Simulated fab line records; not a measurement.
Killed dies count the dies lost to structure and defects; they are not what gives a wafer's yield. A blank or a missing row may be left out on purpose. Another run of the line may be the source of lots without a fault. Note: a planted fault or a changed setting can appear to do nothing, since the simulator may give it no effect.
fab line records | flow n5-finfet
record: lots: 7 wafers: 39
route steps=1938 shown FIN_SAQP@110 SD_EPI_N@278 HKMG_FIN@403 MOL_CONTACT_COAG@544 BEOL_M1@770
start-h: hours from the record's opening day to when the first of the lot's shown wafers began | wait-h: hours since the lot's step before | " repeats the value in the row above | L1.1+2: a single row standing in for several wafers | - no value present, or no start provided | * or withheld: withheld | < > ~ a bound
route shown NAME@n: a module of which the file shows steps, and the number in the route of the first | usual: the fault-free wafers' mean and standard deviation | same: alike in all rows | chamber/n: place in a boat | sites: the reading at each site | _std_site: standard deviation of those values | _edge_site: the outer-site mean with the inner-site mean subtracted | radius-mm: how far each site lies from the wafer's centre | mask NAME#n: copy n | behind: the most recent tool/chamber to have shaped the wafer | hold: what put the lot on hold/how long, in hours/how the hold closed | device: names the non-switching transistor (n, p or np) | end of line: at the end of the route, the tests of the same wafers | a step with no rows: only its recipe | killed: dies that structure and defects cost at the first sort, which is not the same as the wafer's yield | map: the dies of a wafer, with x for killed, . for not killed, _ for no die there
set.NAME: the setting that was run; set.NAME@STEP: the one run at that earlier step | model.NAME: the simulator's own value behind a step, which no gauge read
one table per step and one row per wafer, for lots whose settings were changed on purpose
== steps ==
step: N5_FIN_SAQP_DEVELOP_15
recipe: develop-time-s: 30 developer: TMAH resist: CAR-ArF dev-temp-c: 23 rinse-liquid: diw dry: air-spin
columns lot.wafer tool chamber start-h wait-h set.develop-time-s
L074.1+3+6 litho-track-02 0 - - 30
L080.1+2+4 litho-track-02 0 - - 30
L080.3+5+6 " 0 " " 46.31
L082.1+2+5 litho-track-02 0 - - 30
L082.3+4+6 " 0 " " 15.41
L087.1+2+3+4+5+6 litho-track-01 0 - - 30
L092.1+2+3+4+5+6 litho-track-02 0 - - 30
L093.1+2+3+4+5+6 litho-track-02 0 - - 30
L094.1+4+5 litho-track-02 0 - - 30
L094.2+3+6 " 0 " " 36.52
step: N5_FIN_SAQP_CD_MEAS_16
recipe: target-cd-nm: 35.6 landing-energy-ev: 500 detector: se-inlens
usual: cd-nm: 35.60/0.29
columns lot.wafer tool chamber start-h wait-h set.develop-time-s@FIN_SAQP_DEVELOP_15 cd-nm
L074.1 cd-sem-02 0 22.34 - 30 35.68
L074.3 " 0 " " 30 35.93
L074.6 " 0 " " 30 34.96
L080.1 cd-sem-02 0 58.01 - 30 35.86
L080.2 " 0 " " 30 35.74
L080.3 " 0 " " 46.31 34.57
L080.4 " 0 " " 30 36.01
L080.5 " 0 " " 46.31 34.34
L080.6 " 0 " " 46.31 34.73
L082.1 cd-sem-01 0 70.74 - 30 35.70
L082.2 " 0 " " 30 35.93
L082.3 " 0 " " 15.41 37.08
L082.4 " 0 " " 15.41 36.84
L082.5 " 0 " " 30 35.25
L082.6 " 0 " " 15.41 37.08
L087.1 cd-sem-02 0 101.96 - 30 35.32
L087.2 " 0 " " 30 35.52
L087.3 " 0 " " 30 35.49
L087.4 " 0 " " 30 36.03
L087.5 " 0 " " 30 35.71
L087.6 " 0 " " 30 36.09
L092.1 cd-sem-01 0 130.33 - 30 35.82
L092.2 " 0 " " 30 35.99
L092.3 " 0 " " 30 35.39
L092.4 " 0 " " 30 35.53
L092.5 " 0 " " 30 35.94
L092.6 " 0 " " 30 35.93
L093.1 cd-sem-01 0 135.80 - 30 35.60
L093.2 " 0 " " 30 35.76
L093.3 " 0 " " 30 35.88
L093.4 " 0 " " 30 35.82
L093.5 " 0 " " 30 35.74
L093.6 " 0 " " 30 35.84
L094.1 cd-sem-01 0 142.04 - 30 35.11
L094.2 " 0 " " 36.52 35.05
L094.3 " 0 " " 36.52 34.69
L094.4 " 0 " " 30 35.41
L094.5 " 0 " " 30 35.32
L094.6 " 0 " " 36.52 34.78
step: N5_SD_EPI_N_ETCH_45
recipe: chemistry: CH3F/O2 target: SiOCN target-depth-a: 60 mask-material: SOC ion-energy-ev: 60 bias-w: 29 pressure-mtorr: 15 source-w: 410 Ar_flow_sccm: 150 CH3F_flow_sccm: 30 O2_flow_sccm: 20
columns lot.wafer tool chamber start-h wait-h set.target-depth-a model.etch.depth-nm
L074.1 rie-diel-02 3 49.25 0.1 60 5.857
L074.3 " 0 " " 60 5.942
L074.6 " 2 " " 60 5.983
L080.1 rie-diel-05 1 85.40 0.1 60 5.848
L080.2 " 2 " " 42.68 4.202
L080.3 " 3 " " 42.68 4.172
L080.4 " 0 " " 60 5.903
L080.5 " 2 " " 60 5.915
L080.6 " 1 " " 42.68 4.137
L082.1 rie-diel-02 0 99.02 0.1 60 5.945
L082.2 " 2 " " 82.1 8.238
L082.3 " 1 " " 60 5.929
L082.4 " 3 " " 82.1 8.017
L082.5 " 0 " " 60 5.912
L082.6 " 1 " " 82.1 8.138
L087.1 rie-diel-05 3 129.62 0.1 41.41 4.113
L087.2 " 2 " " 60 6.023
L087.3 " 3 " " 41.41 4.126
L087.4 " 2 " " 60 5.977
L087.5 " 3 " " 41.41 4.101
L087.6 " 2 " " 60 6.029
L092.1 rie-diel-05 2 157.24 0.1 78.89 7.703
L092.2 " 3 " " 78.89 7.588
L092.3 " 1 " " 60 5.86
L092.4 " 0 " " 60 6.008
L092.5 " 1 " " 78.89 7.615
L092.6 " 2 " " 60 5.861
L093.1 rie-diel-05 3 162.21 0.1 60 5.912
L093.2 " 0 " " 78 7.909
L093.3 " 2 " " 60 5.994
L093.4 " 0 " " 60 6.114
L093.5 " 3 " " 78 7.726
L093.6 " 2 " " 78 7.771
L094.1 rie-diel-05 3 168.88 0.1 60 5.935
L094.2 " 2 " " 26.22 2.598
L094.3 " 0 " " 26.22 2.657
L094.4 " 2 " " 60 5.96
L094.5 " 0 " " 26.22 2.652
L094.6 " 3 " " 60 5.963
step: N5_HKMG_FIN_ETCH_55
recipe: chemistry: N2/H2 target: SOC target-depth-a: 2400 temp-c: 40 time-s: 300 ion-energy-ev: 200 mask-material: SiARC pressure-mtorr: 30 source-w: 840 bias-w: 150 n2-flow-sccm: 200 h2-flow-sccm: 200
columns lot.wafer tool chamber start-h wait-h set.time-s model.etch.depth-nm model.HKMG_FIN.feature-depth-nm model.SiARC_of_HKMG_FIN_COAT_42.thk-nm
L074.1 rie-diel-04 1 73.09 0.0 300 239.1 239 21.2
L074.3 " 0 " " 300 237.8 237.8 21.2
L074.6 " 0 " " 300 235.7 235.6 21.4
L080.1 rie-diel-02 3 107.57 0.0 300 232.4 232.4 21.6
L080.2 " 0 " " 415.2 330.8 330.8 15.8
L080.3 " 2 " " 300 243 243 21
L080.4 " 1 " " 300 240 240 21.4
L080.5 " 2 " " 415.2 333.5 333.6 15.6
L080.6 " 1 " " 415.2 333.6 333.6 16
L082.1 rie-diel-05 2 122.81 0.0 459.5 364.7 364.6 14.4
L082.2 " 3 " " 459.5 360.3 360.2 14.4
L082.3 " 1 " " 300 232.5 232.6 21.8
L082.4 " 1 " " 459.5 358.3 358.2 14.6
L082.5 " 3 " " 300 235.8 235.8 21.4
L082.6 " 2 " " 300 238.4 238.4 21.4
L087.1 rie-diel-05 1 151.22 0.0 358.9 283.7 283.6 19
L087.2 " 0 " " 358.9 292.1 292.2 18
L087.3 " 2 " " 300 239.5 239.6 21.4
L087.4 " 3 " " 300 238.7 238.8 21.4
L087.5 " 1 " " 358.9 282.3 282.2 19
L087.6 " 0 " " 300 243 243 20.8
L092.1 rie-diel-02 2 180.44 0.0 300 241.9 242 20.8
L092.2 " 0 " " 300 238.5 238.6 21
L092.3 " 1 " " 300 238.9 238.8 21.2
L092.4 " 3 " " 300 236.1 236 21.4
L092.5 " 0 " " 300 239.9 239.8 21
L092.6 " 1 " " 300 239.3 239.4 21.2
L093.1 rie-diel-04 1 184.52 0.0 300 238.9 239 21
L093.2 " 0 " " 300 245.4 245.4 20.6
L093.3 " 3 " " 300 236.4 236.4 21.4
L093.4 " 2 " " 300 236.3 236.4 21.2
L093.5 " 3 " " 300 234.9 235 21.2
L093.6 " 2 " " 300 238.2 238.2 21.2
L094.1 rie-diel-04 2 191.46 0.0 300 235.6 235.6 21.6
L094.2 " 3 " " 300 235.8 235.8 21.4
L094.3 " 0 " " 124.1 101.6 101.6 29
L094.4 " 1 " " 124.1 99.5 99.4 29.2
L094.5 " 0 " " 124.1 102.2 102.2 28.8
L094.6 " 3 " " 300 236.2 236.2 21.4
step: N5_HKMG_FIN_STRIP_56
recipe: chemistry: N2/H2 temp-c: 40 n2-flow-sccm: 200 h2-flow-sccm: 200 rf-frequency-hz: 6e+07
step: N5_HKMG_FIN_STRIP_57
recipe: chemistry: CF4 resist: SiARC power-w: 300 bias-power-w: 75 pressure-mtorr: 50 cf4-flow-sccm: 150 rf-frequency-hz: 6e+07
step: N5_HKMG_FIN_ETCH_58
recipe: chemistry: N2/H2 target: SOC target-depth-a: 2158 ion-energy-ev: 50 bias-w: 13 time-s: 741 pressure-mtorr: 30 source-w: 875 n2-flow-sccm: 200 h2-flow-sccm: 200
columns lot.wafer tool chamber start-h wait-h set.time-s@HKMG_FIN_ETCH_55 model.HKMG_FIN.cd-offset-nm
L074.1+3 rie-diel-04 1,0 73.30 0.0 300 0.2
L074.6 " 0 " " 300 0
L080.1 rie-diel-02 3 107.78 0.0 300 1.2
L080.2 " 0 " " 415.2 3
L080.3+4 " 2,1 " " 300 1
L080.5 " 2 " " 415.2 3.8
L080.6 " 1 " " 415.2 2.8
L082.1 rie-diel-05 2 123.02 0.0 459.5 2.6
L082.2 " 3 " " 459.5 3
L082.3+5 " 1,3 " " 300 -0.6
L082.4 " 1 " " 459.5 2
L082.6 " 2 " " 300 -1
L087.1 rie-diel-05 1 151.43 0.0 358.9 1
L087.2+5 " 0,1 " " 358.9 0.2
L087.3 " 2 " " 300 -1.2
L087.4 " 3 " " 300 -1.8
L087.6 " 0 " " 300 -0.8
L092.1 rie-diel-02 2 180.65 0.0 300 -0.6
L092.2 " 0 " " 300 -0.2
L092.3 " 1 " " 300 0.2
L092.4 " 3 " " 300 -0.4
L092.5 " 0 " " 300 0.4
L092.6 " 1 " " 300 0
L093.1+5 rie-diel-04 1,3 184.73 0.0 300 -0.2
L093.2 " 0 " " 300 0.6
L093.3 " 3 " " 300 -0.6
L093.4 " 2 " " 300 -0.8
L093.6 " 2 " " 300 -1
L094.1+6 rie-diel-04 2,3 191.67 0.0 300 -0.6
L094.2 " 3 " " 300 0
L094.3+4+5 " 0,1,0 " " 124.1 -3.2
step: N5_MOL_CONTACT_COAG_ALD_20
recipe: material: TiN target-thk-a: 15 temp-c: 400 ald-precursor-family: TiCl4 ald-co-reactant: NH3 pulse-time-s: 1 purge-time-s: 3 co-reactant-purge-time-s: 2 co-reactant-pulse-time-s: 2 ald-cycles: 68 pressure-torr: 3
columns lot.wafer tool chamber start-h wait-h set.ald-cycles model.TiN_of_MOL_CONTACT_COAG_ALD_20.thk-nm
L074.1 ald-metal-01 0 90.06 0.1 68 1.4
L074.3+6 " 3,1 " " 68 1.6
L080.1+2+3+4+5+6 ald-metal-01 1,0,2,3,3,0 126.56 0.1 68 1.6
L082.1+4+6 ald-metal-03 1,2,2 139.43 0.1 68 1.4
L082.2+3+5 " 3,0,1 " " 68 1.6
L087.1+2+3 ald-metal-03 3,2,0 170.08 0.1 56 1.2
L087.4+5+6 " 1,3,0 " " 68 1.4
L092.1+3 ald-metal-02 3,0 198.55 0.1 68 1.4
L092.2 " 2 " " 68 1.6
L092.4+5+6 " 1,3,2 " " 97 2.2
L093.1+4+6 ald-metal-03 2,1,2 203.07 0.1 68 1.4
L093.2+3+5 " 3,0,1 " " 79 1.8
L094.1+3+6 ald-metal-03 3,1,3 208.27 0.1 55 1.2
L094.2 " 0 " " 68 1.6
L094.4+5 " 1,0 " " 68 1.4
step: N5_BEOL_M1_ETCH_64
recipe: chemistry: N2/H2 target: SOC target-depth-a: 750 overetch-a: 150 mask-material: SiARC temp-c: 40 time-s: 112.5 ion-energy-ev: 200 pressure-mtorr: 30 source-w: 840 bias-w: 150 n2-flow-sccm: 200 h2-flow-sccm: 200
columns lot.wafer tool chamber start-h wait-h set.time-s model.etch.depth-nm model.SiARC_of_BEOL_M1_COAT_62.thk-nm model.BEOL_M1.cd-offset-nm
L074.1 rie-diel-01 1 132.61 0.0 112.5 59.67 6.8 -0.2
L074.3 " 2 " " 112.5 59.82 6.8 0
L074.6 " 1 " " 112.5 59.99 6.8 -0.2
L080.1 rie-diel-01 0 159.41 0.0 86.66 59.94 8 -0.2
L080.2 " 3 " " 86.66 59.77 8 -0.4
L080.3 " 1 " " 112.5 59.69 7 -0.2
L080.4 " 1 " " 112.5 59.7 7 0
L080.5 " 0 " " 86.66 59.55 8 -0.4
L080.6 " 3 " " 112.5 59.72 6.8 0.2
L082.1 rie-diel-06 3 174.54 0.0 112.5 59.78 7 0
L082.2 " 1 " " 112.5 59.85 6.8 0.2
L082.3 " 0 " " 112.5 59.62 6.8 -0.2
L082.4 " 2 " " 112.5 59.66 6.8 -0.2
L082.5 " 3 " " 112.5 60.08 7 -0.2
L082.6 " 2 " " 112.5 59.79 6.8 0
L087.1 rie-diel-03 3 203.77 0.0 54.99 43.96 9.4 -1.2
L087.2 " 2 " " 112.5 60.06 6.8 0
L087.3 " 1 " " 112.5 60.05 6.8 -0.2
L087.4 " 0 " " 112.5 59.91 6.8 0
L087.5 " 0 " " 54.99 44.14 9.4 -1.2
L087.6 " 3 " " 54.99 44.04 9.4 -1.2
L092.1 rie-diel-06 2 228.58 0.0 55.62 44.8 9.4 -1.2
L092.2 " 1 " " 112.5 60.14 6.8 0.2
L092.3 " 0 " " 112.5 60.31 7 -0.2
L092.4 " 3 " " 55.62 43.7 9.6 -1.2
L092.5 " 0 " " 55.62 44.07 9.4 -1.2
L092.6 " 1 " " 112.5 59.92 6.8 0.2
L094.1 rie-diel-01 0 234.05 0.0 167 60.01 4.2 1.6
L094.2 " 3 " " 112.5 60 6.8 0
L094.3 " 2 " " 167 59.94 4.4 1.2
L094.4 " 0 " " 112.5 60.26 6.8 0
L094.5 " 3 " " 167 60.26 4.2 1
L094.6 " 2 " " 112.5 60.21 6.8 0.2
L093.1 rie-diel-03 1 239.91 0.0 112.5 60.28 6.8 -0.4
L093.2 " 0 " " 52.93 42.44 9.6 -1
L093.3 " 2 " " 112.5 60.36 6.8 0
L093.4 " 3 " " 52.93 41.89 9.6 -1.2
L093.5 " 2 " " 52.93 42.4 9.6 -1
L093.6 " 3 " " 112.5 60.19 6.8 0.2
step: N5_BEOL_M1_STRIP_65
recipe: chemistry: N2/H2 temp-c: 40 n2-flow-sccm: 200 h2-flow-sccm: 200 rf-frequency-hz: 6e+07
step: N5_BEOL_M1_STRIP_75
recipe: chemistry: N2/H2 temp-c: 40 n2-flow-sccm: 200 h2-flow-sccm: 200 rf-frequency-hz: 6e+07
step: N5_BEOL_M1_STRIP_66
recipe: chemistry: CF4 resist: SiARC power-w: 300 bias-power-w: 75 pressure-mtorr: 50 cf4-flow-sccm: 150 rf-frequency-hz: 6e+07
step: N5_BEOL_M1_HM_OPEN_17
recipe: chemistry: Cl2/BCl3 target-depth-a: 200 overetch-a: 60 target: TiN mask-material: SOC ion-energy-ev: 150 pressure-mtorr: 10 icp-w: 1000 bias-w: 126 Cl2_flow_sccm: 53.25 bcl3-flow-sccm: 21.75 Ar_flow_sccm: 25
columns lot.wafer tool chamber start-h wait-h set.time-s@BEOL_M1_ETCH_64 model.BEOL_M1.cd-offset-nm
L074.1+6 rie-metal-02 1 132.78 0.0 112.5 -0.2
L074.3 " 1 " " 112.5 0
L080.1 rie-metal-01 1 159.58 0.0 86.66 -0.2
L080.2+5 " 0 " " 86.66 -0.4
L080.3 " 0 " " 112.5 -0.2
L080.4 " 1 " " 112.5 0.2
L080.6 " 1 " " 112.5 0.4
L082.1+3+4+5 rie-metal-01 1,0,1,1 174.71 0.0 112.5 0
L082.2+6 " 0 " " 112.5 0.2
L087.1+5 rie-metal-02 0,1 203.94 0.0 54.99 -1.2
L087.2+4 " 1 " " 112.5 0
L087.3 " 0 " " 112.5 -0.4
L087.6 " 0 " " 54.99 -1.4
L092.1+4+5 rie-metal-03 1,1,0 228.85 0.1 55.62 -1.2
L092.2+6 " 0,1 " " 112.5 0
L092.3 " 0 " " 112.5 -0.2
L094.1 rie-metal-01 0 234.22 0.0 167 1.6
L094.2+4+6 " 1,0,0 " " 112.5 0.2
L094.3+5 " 1 " " 167 1.2
L093.1 rie-metal-03 0 240.08 0.0 112.5 -0.6
L093.2+5 " 1 " " 52.93 -1
L093.3+6 " 0 " " 112.5 0
L093.4 " 1 " " 52.93 -1.2
step: N5_BEOL_M1_STRIP_19
recipe: chemistry: O2 power-w: 400 temp-c: 40 pressure-mtorr: 30 rf-frequency-hz: 6e+07 bias-power-w: 0 overash-fraction: 0.2 o2-flow-sccm: 225
step: N5_BEOL_M1_CD_MEAS_18
recipe: pitch-nm: 36 target-cd-nm: 18
usual: cd-nm: 18.0/0.31
columns lot.wafer tool chamber start-h wait-h set.time-s@BEOL_M1_ETCH_64 cd-nm
L074.1 cd-sem-02 - 133.14 0.0 112.5 17.8
L074.3 " - " " 112.5 18.2
L074.6 " - " " 112.5 17.7
L080.1 cd-sem-03 - 159.85 0.0 86.66 17.7
L080.2 " - " " 86.66 17.6
L080.3 " - " " 112.5 17.8
L080.4 " - " " 112.5 18.5
L080.5 " - " " 86.66 17.7
L080.6 " - " " 112.5 18.6
L082.1 cd-sem-02 - 174.97 0.0 112.5 18.0
L082.2 " - " " 112.5 18.1
L082.3 " - " " 112.5 17.5
L082.4 " - " " 112.5 18.2
L082.5 " - " " 112.5 18.3
L082.6 " - " " 112.5 17.9
L087.1 cd-sem-03 - 204.12 0.0 54.99 -
L087.2 " - " " 112.5 17.8
L087.3 " - " " 112.5 18.0
L087.4 " - " " 112.5 17.8
L087.5 " - " " 54.99 -
L087.6 " - " " 54.99 -
L092.1 cd-sem-03 - 229.03 0.1 55.62 -
L092.2 " - " " 112.5 17.5
L092.3 " - " " 112.5 17.6
L092.4 " - " " 55.62 -
L092.5 " - " " 55.62 -
L092.6 " - " " 112.5 17.7
L094.1 cd-sem-03 - 234.40 0.0 167 19.9
L094.2 " - " " 112.5 18.3
L094.3 " - " " 167 19.6
L094.4 " - " " 112.5 18.3
L094.5 " - " " 167 19.4
L094.6 " - " " 112.5 18.3
L093.1 cd-sem-03 - 240.27 0.0 112.5 17.4
L093.2 " - " " 52.93 -
L093.3 " - " " 112.5 17.6
L093.4 " - " " 52.93 -
L093.5 " - " " 52.93 -
L093.6 " - " " 112.5 17.9
== key ==
split: step: N5_FIN_SAQP_DEVELOP_15 setting: develop-time-s stated: 30 by: wafer
response: step: N5_FIN_SAQP_CD_MEAS_16 reading: cd-nm change: -0.0256 per: 1% r: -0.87
split: step: N5_SD_EPI_N_ETCH_45 setting: target-depth-a stated: 60 by: wafer
response: step: N5_SD_EPI_N_ETCH_45 reading: model.etch.depth-nm change: +0.059 per: 1% r: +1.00
split: step: N5_HKMG_FIN_ETCH_55 setting: time-s stated: 300 by: wafer
response: step: N5_HKMG_FIN_ETCH_55 reading: model.etch.depth-nm change: +2.35 per: 1% r: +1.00
response: step: N5_HKMG_FIN_ETCH_55 reading: model.HKMG_FIN.feature-depth-nm change: +2.35 per: 1% r: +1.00
response: step: N5_HKMG_FIN_ETCH_55 reading: model.SiARC_of_HKMG_FIN_COAT_42.thk-nm change: -0.133 per: 1% r: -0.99
response: step: N5_HKMG_FIN_ETCH_58 reading: model.HKMG_FIN.cd-offset-nm change: +0.0559 per: 1% r: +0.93
split: step: N5_MOL_CONTACT_COAG_ALD_20 setting: ald-cycles stated: 68 by: wafer
response: step: N5_MOL_CONTACT_COAG_ALD_20 reading: model.TiN_of_MOL_CONTACT_COAG_ALD_20.thk-nm change: +0.0168 per: 1% r: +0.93
split: step: N5_BEOL_M1_ETCH_64 setting: time-s stated: 112.5 by: wafer
response: step: N5_BEOL_M1_ETCH_64 reading: model.etch.depth-nm shape: bent at-lowest: 42.24 at-stated: 59.96 at-highest: 60.07
response: step: N5_BEOL_M1_ETCH_64 reading: model.SiARC_of_BEOL_M1_COAT_62.thk-nm change: -0.0516 per: 1% r: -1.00
response: step: N5_BEOL_M1_ETCH_64 reading: model.BEOL_M1.cd-offset-nm change: +0.0222 per: 1% r: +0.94
response: step: N5_BEOL_M1_HM_OPEN_17 reading: model.BEOL_M1.cd-offset-nm change: +0.0209 per: 1% r: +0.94
response: step: N5_BEOL_M1_CD_MEAS_18 reading: cd-nm change: +0.028 per: 1% r: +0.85
